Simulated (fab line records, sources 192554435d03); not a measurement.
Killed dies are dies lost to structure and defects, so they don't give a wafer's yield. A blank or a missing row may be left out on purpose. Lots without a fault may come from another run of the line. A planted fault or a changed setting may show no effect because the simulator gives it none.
fab line records | flow n5_finfet | part 2 of 2: steps 23 to 29 of 29
record lots=5 wafers=15 last_day=17
route steps=1938 shown BEOL_M14@1722
lots that met no fault: from a run of the same line without faults
start_h: hours from the record's first day to the start of the lot's first wafer shown | wait_h: hours since the lot's step before | " the same as in the row above | L1.1+2: a row that stands for several wafers | - no value, or no start given | * or withheld: withheld | < > ~ a bound
route shown NAME@n: a module of which the file shows steps, and the number in the route of the first | usual: mean/standard deviation of fault-free wafers | same: alike in all rows | chamber/n: place in a boat | sites: the reading at each site | _std_site: their standard deviation | _edge_site: outer sites' mean less inner sites' | radius_mm: how far each site lies from the wafer's centre | mask NAME#n: copy n | behind: the tool/chamber that last shaped the wafer | hold: why the lot was held/for how many hours/how that ended | device: the transistor (n, p or np) that didn't switch | end of line: the same wafers' tests at the end of the route | a step without rows: its recipe alone | killed: dies lost to structure and defects at the first sort, not the wafer's yield | map: a wafer's dies, x killed, . not, _ none there
set.NAME: the setting as run; set.NAME@STEP: as run at that earlier step | model.NAME: the simulator's own value behind a step, which no gauge read
lots at some steps of the route; a table a step, a row a wafer
services: from which hour (start_h, from the record's first day; less than 0 if before it) a tool's chamber was out of use, for how many hours, and why
## steps
# step N5_BEOL_M14_DEVELOP_27
# recipe develop_time_s=45 rinse_liquid=diw dry=air_spin dev_temp_c=21
# usual exhaust_pa=45.0/0.88
# columns lot.wafer tool chamber start_h wait_h exhaust_pa
L074.1 litho_track-04 0 - - 44.8
L074.5 " 0 " " 43.4
L074.6 " 0 " " 45.4
L076.1 litho_track-05 0 - - 44.0
L076.4 " 0 " " 43.9
L076.6 " 0 " " 43.7
L085.1 litho_track-05 0 - - 43.0
L085.3 " 0 " " 44.2
L085.5 " 0 " " 44.1
L094.1 litho_track-03 0 - - 43.6
L094.2 " 0 " " 45.3
L094.5 " 0 " " 44.7
L096.2 litho_track-03 0 - - 46.0
L096.3 " 0 " " 45.0
L096.5 " 0 " " 44.0
# step N5_BEOL_M14_HARDBAKE_32
# recipe temp_c=130 time_s=120
# usual exhaust_pa=45.2/0.79
# columns lot.wafer tool chamber start_h wait_h exhaust_pa
L074.1 litho_track-04 0 - - 43.9
L074.5 " 0 " " 44.4
L074.6 " 0 " " 44.3
L076.1 litho_track-05 0 - - 45.3
L076.4 " 0 " " 44.3
L076.6 " 0 " " 46.2
L085.1 litho_track-05 0 - - 44.1
L085.3 " 0 " " 45.2
L085.5 " 0 " " 45.8
L094.1 litho_track-03 0 - - 44.9
L094.2 " 0 " " 46.0
L094.5 " 0 " " 44.6
L096.2 litho_track-03 0 - - 45.7
L096.3 " 0 " " 46.0
L096.5 " 0 " " 45.4
# step N5_BEOL_M14_CD_MEAS_28
# recipe target_cd_nm=284.4 landing_energy_ev=500 detector=se_inlens
# usual cd_nm=283.5/1.7
# columns lot.wafer tool chamber start_h wait_h cd_nm
L074.1 cd_sem-03 0 250.32 - 283.2
L074.5 " 0 " " 284.5
L074.6 " 0 " " 285.9
L076.1 cd_sem-02 0 256.24 - 280.8
L076.4 " 0 " " 283.0
L076.6 " 0 " " 285.0
L085.1 cd_sem-03 0 317.80 - 284.4
L085.3 " 0 " " 284.5
L085.5 " 0 " " 282.7
L094.1 cd_sem-03 0 368.39 - 285.6
L094.2 " 0 " " 284.9
L094.5 " 0 " " 284.3
L096.2 cd_sem-01 0 384.04 - 285.8
L096.3 " 0 " " 285.7
L096.5 " 0 " " 284.8
# step N5_BEOL_M14_OVL_MEAS_29
# recipe points_per_wafer=44
# usual M14_OVL=-2/4.8
# columns lot.wafer tool chamber start_h wait_h M14_OVL[nm]
L074.1 overlay-02 0 250.35 0.0 2
L074.5 " 0 " " 3
L074.6 " 0 " " -7
L076.1 overlay-01 0 256.27 0.0 -4
L076.4 " 0 " " -5
L076.6 " 0 " " -9
L085.1 overlay-02 0 317.83 0.0 4
L085.3 " 0 " " 0
L085.5 " 0 " " 0
L094.1 overlay-02 0 368.42 0.0 2
L094.2 " 0 " " 7
L094.5 " 0 " " 8
L096.2 overlay-02 0 384.06 0.0 -2
L096.3 " 0 " " -4
L096.5 " 0 " " -2
# step N5_BEOL_M14_INSPECT_30
# recipe mode=adi inspect_instrument=macro
# usual raw_defect_count=2.3/1.6
# columns lot.wafer tool chamber start_h wait_h raw_defect_count
L074.1 defect_inspect-02 - 250.37 0.0 1
L074.5 " - " " 1
L074.6 " - " " 1
L076.1 defect_inspect-02 - 256.29 0.0 2
L076.4 " - " " 1
L076.6 " - " " 5
L085.1 defect_inspect-02 - 317.85 0.0 3
L085.3 " - " " 2
L085.5 " - " " 3
L094.1 defect_inspect-02 - 368.44 0.0 3
L094.2 " - " " 1
L094.5 " - " " 4
L096.2 defect_inspect-02 - 384.09 0.0 3
L096.3 " - " " 0
L096.5 " - " " 4
# step N5_BEOL_M14_DESCUM_33
# recipe chemistry=O2 time_s=7.9 source_power_w=50 bias_power_w=20 pressure_mtorr=20 rf_frequency_hz=2.712e+07 temp_c=40 o2_flow_sccm=225
# usual drypump_motor_current_A=5.6/0.48 o2_flow_sccm=225.0/0.67 oes_product_au=0.81/0.071 rf_vpp_V=242.9/1.4 showerhead_plenum_p_Torr=2.08/0.062 throttle_valve_pct=20.37/0.24
# columns lot.wafer tool chamber start_h wait_h drypump_motor_current_A o2_flow_sccm oes_product_au rf_hours_counter_h rf_vpp_V showerhead_plenum_p_Torr throttle_valve_pct
L074.1 rie_diel-04 2 250.41 0.0 5.1 226.5 0.88 38 242.7 2.06 20.35
L074.5 " 2 " " 5.1 225.1 0.88 - 242.4 2.06 20.34
L074.6 " 1 " " 6.0 225.2 0.72 - 244.5 2.15 20.88
L076.1 rie_diel-03 1 256.39 0.1 5.3 224.2 0.79 101 243.2 2.04 20.31
L076.4 " 1 " " 5.3 224.5 0.79 - 241.4 2.04 20.33
L076.6 " 0 " " 6.1 224.0 0.86 - 242.7 2.05 20.74
L085.1 rie_diel-03 3 317.89 0.0 5.1 224.5 0.70 202 243.7 2.14 20.36
L085.3 " 1 " " 5.3 225.7 0.77 125 243.1 2.04 20.37
L085.5 " 1 " " 5.3 224.3 0.76 - 243.0 2.04 20.35
L094.1 rie_diel-04 3 368.55 0.1 6.1 224.1 0.81 75 241.8 2.03 20.17
L094.2 " 2 " " 5.1 224.1 0.83 84 241.1 2.04 20.42
L094.5 " 3 " " 6.1 224.4 0.81 - 243.6 2.03 20.18
L096.2 rie_diel-03 3 384.12 0.0 5.2 225.0 0.67 225 244.4 2.13 20.39
L096.3 " 2 " " 5.9 224.0 0.86 41 242.7 2.06 20.24
L096.5 " 3 " " 5.1 225.1 0.68 - 244.0 2.13 20.40
# step N5_BEOL_M14_ETCH_67
# recipe chemistry=CF4 target=SiARC target_depth_a=1430 time_s=238.3 ion_energy_ev=80 pressure_mtorr=40 source_w=545 bias_w=36 Ar_flow_sccm=100 cf4_flow_sccm=100 ends=cleared
# usual cf4_flow_sccm=99.98/0.27 drypump_motor_current_A=5.6/0.48 etch_rf_on_time_s=239/3.5 oes_product_au=0.70/0.059 rf_vpp_V=183.8/1.1 showerhead_plenum_p_Torr=2.13/0.072 throttle_valve_pct=15.53/0.25
# columns lot.wafer tool chamber start_h wait_h cf4_flow_sccm drypump_motor_current_A etch_rf_on_time_s oes_product_au rf_hours_counter_h rf_vpp_V showerhead_plenum_p_Torr throttle_valve_pct
L074.1 rie_diel-04 2 250.44 0.0 99.86 5.1 234 0.76 38 183.6 2.09 15.36
L074.5 " 2 " " 100.08 5.1 237 0.75 - 183.8 2.09 15.36
L074.6 " 1 " " 99.93 6.0 240 0.61 - 185.4 2.20 16.02
L076.1 rie_diel-03 1 256.42 0.0 100.19 5.3 243 0.67 101 181.8 2.08 15.38
L076.4 " 1 " " 100.22 5.3 245 0.67 - 184.4 2.08 15.38
L076.6 " 0 " " 99.98 6.1 236 0.72 - 184.9 2.09 15.76
L085.1 rie_diel-03 3 317.92 0.0 99.95 5.2 241 0.60 202 184.6 2.22 15.83
L085.3 " 1 " " 100.03 5.3 244 0.66 125 182.4 2.07 15.44
L085.5 " 1 " " 100.11 5.3 242 0.66 - 182.5 2.07 15.44
L094.1 rie_diel-04 3 368.58 0.0 100.08 6.2 242 0.69 75 183.3 2.07 15.30
L094.2 " 2 " " 99.32 5.1 233 0.70 84 182.5 2.07 15.45
L094.5 " 3 " " 100.07 6.2 243 0.69 - 183.6 2.07 15.31
L096.2 rie_diel-03 3 384.16 0.0 100.11 5.1 242 0.58 225 184.4 2.21 15.88
L096.3 " 2 " " 99.17 5.8 241 0.72 41 185.0 2.08 15.31
L096.5 " 3 " " 100.23 5.1 244 0.58 - 184.5 2.21 15.89
## services
# columns tool chamber start_h hours kind
krf_scanner-01 - 235.98 1.0 pm
rie_diel-04 0 244.97 22.3 repair
krf_scanner-01 - 246.10 1.3 pm
rie_diel-02 3 277.74 6.1 repair
krf_scanner-01 - 277.89 2.3 repair
krf_scanner-01 - 287.82 0.5 repair
rie_diel-04 1 305.74 - clean
rie_diel-04 1 305.74 - consumable_replace:focus_ring
rie_diel-04 1 305.74 17.1 scheduled_down
krf_scanner-02 - 305.95 1.0 pm
rie_diel-02 - 307.01 4.3 pm
krf_scanner-02 - 311.12 4.7 repair
krf_scanner-02 - 315.87 1.3 pm
krf_scanner-02 - 318.24 1.7 repair
rie_diel-02 0 321.23 8.0 repair
krf_scanner-01 - 325.95 0.8 pm
krf_scanner-01 - 334.23 3.6 pm
krf_scanner-02 - 340.88 0.4 repair
krf_scanner-02 - 345.35 0.2 repair
rie_diel-03 3 348.19 4.0 repair
krf_scanner-01 - 356.37 3.5 repair
rie_diel-03 1 368.65 27.6 repair
rie_diel-02 3 373.97 29.1 repair
krf_scanner-02 - 382.05 4.0 pm
